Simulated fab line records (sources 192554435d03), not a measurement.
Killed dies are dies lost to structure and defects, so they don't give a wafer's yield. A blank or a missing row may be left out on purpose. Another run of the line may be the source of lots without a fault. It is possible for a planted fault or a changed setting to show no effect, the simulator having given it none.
A struck lot beside a sound one	flow n5-finfet	15 out of 1938 route steps
Sound: the wafers L609.1, L609.2, L609.4. Struck: wafers L614.3, L614.4, L614.5. The cause is given at the end.
At each step with rows: each side's tool, then ch and its chambers, then its first start. Under that, the readings that differ: sound wafers	struck wafers	difference of the means	sigmas: that difference in standard deviations of wafers without a fault.
alike: a reading whose means differ by less than 2 such deviations, as well as words and numbers matching on both sides. not compared: withheld readings; readings where some wafer has no value; bounds like >300 that might hide an equal value; numbers whose values overlap and for which the record gives no deviation.
Wherever a step has rows on one side only, a row that says differs or no value, or a row with sigmas, the two part there. When numbers do not overlap yet have no deviation, they are printed without sigmas and do not part them. A reading missing from all wafers of one side parts the sides only when that side holds two or more wafers.

first, 1 step without rows for these wafers: N5_SDB_STRIP_19 (strips in N2/H2).
N5_SDB_STRIP_21: strips in CF4.
  sound on rie-diel-03 ch 0,1,2, day 4 00:42; struck on rie-diel-03 ch 0,2,3, day 5 08:20
  alike: drypump-motor-current-A, oes-product-au, rf-vpp-V, showerhead-plenum-p-Torr, throttle-valve-pct
  not compared: rf-hours-counter-h
then, 1 step without rows for these wafers: N5_SDB_HM_OPEN_20 (chemistry CH3F/O2, target SiNx, stops on poly-Si, target depth 24 nm).
N5_SDB_STRIP_22: strips in N2/H2.
  sound on plasma-asher-02 ch 0,1, day 4 00:48; struck on plasma-asher-01 ch 0,1, day 5 08:28
  alike: drypump-motor-current-A, h2-flow-sccm, heater-power-w, oes-product-au, strip-time-to-endpoint-s, temp-c
  not compared: rf-hours-counter-h
then, 2 steps without rows for these wafers: N5_SDB_PRECLEAN_23 (cleans in dHF, time 30 s); N5_SDB_DUMMY_REMOVE_24 (chemistry TMAH, target poly-Si, stops on SiO2, target depth 142 nm, time 57 s, rinse time 30 s).
N5_SDB_ETCH_25: etches SiO2 in C4F6/O2, target depth 10 nm, time 3.3 s.
  sound on rie-diel-01 ch 2,3, day 4 01:56; struck on rie-diel-04 ch 0,1, day 5 08:40
  alike: O2_flow_sccm, drypump-motor-current-A, oes_o_777_au, oes-product-au, rf-vpp-V, showerhead-plenum-p-Torr, throttle-valve-pct
  not compared: rf-hours-counter-h
N5_SDB_CUT_ETCH_26: etches Si in HBr/Cl2/O2, target depth 129.6 nm, bt time 20 s, time 51.8 s.
  sound on rie-si-06 ch 0,1,3, day 4 02:02; struck on rie-si-03 ch 2,3, day 5 08:44
  alike: O2_flow_sccm, drypump-motor-current-A, mfc-cl2-sccm, oes_o_777_au, oes-product-au, throttle-valve-pct
  not compared: rf-hours-counter-h
then, 3 steps without rows for these wafers: N5_SDB_PRECLEAN_38 (cleans in dHF, time 10 s); N5_SDB_PRECLEAN_39 (cleans in O3/DIW, time 45 s); N5_SDB_SRD_28 (time 30 s).
N5_SDB_ALD_29: deposits SiNx, target thk 30 nm, pulse time 1 s, ald cycles 600.
  sound on ald-sin-04 ch 0,1,2, day 4 02:13; struck on ald-sin-03 ch 0,2,3, day 5 08:55
  alike: heater-power-w, precursor-pulse-height-rel
  not compared: since-wet-clean-h
N5_SDB_CMP_30: polishes, stops on poly-Si, t overpolish 1.54 s, target thk 30 nm.
  sound on cmp-03 ch 1,2,3, day 4 04:57; struck on cmp-03 ch 1,2,3, day 5 11:44
reading	sound	struck	difference	sigmas
platen-rpm (rpm)	51.80 51.81 51.76	53.79 53.84 53.91	+2.06	+60
  alike: edge-zone-pressure-frac, head-pressure-psi, motor-current-A, overpolish-run-s, time-to-endpoint-s
N5_SDB_THK_MEAS_31:
  struck on film-metro-01, day 5 11:57; sound on film-metro-01, day 4 05:14
  alike: SDB_THK
-- the record jumps here: 4 days lie between the struck wafers' starts before and after (it left off in module SDB and takes up again in module BEOL_M4, whose first step shown is number 1111 of the route) --
N5_BEOL_M4_RC_MEAS_101:
  sound on prober-02 ch 0, day 8 03:44; struck on prober-01 ch 0, day 9 11:58
  alike: DIBL_N, DIBL_P, IOFF_N, IOFF_P, ION_N, ION_P, SS_N, SS_P, VT_N, VT_P

== WHERE THEY PART ==
Only at N5_SDB_CMP_30, within this record. Later steps at which nothing parts them and some readings are alike: N5_SDB_THK_MEAS_31, N5_BEOL_M4_RC_MEAS_101.

WHY: the cause the simulator had injected
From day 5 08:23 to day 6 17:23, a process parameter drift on cmp-03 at N5_SDB_CMP_30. Setting platen-rpm shifted by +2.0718 from 51.796. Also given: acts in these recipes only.
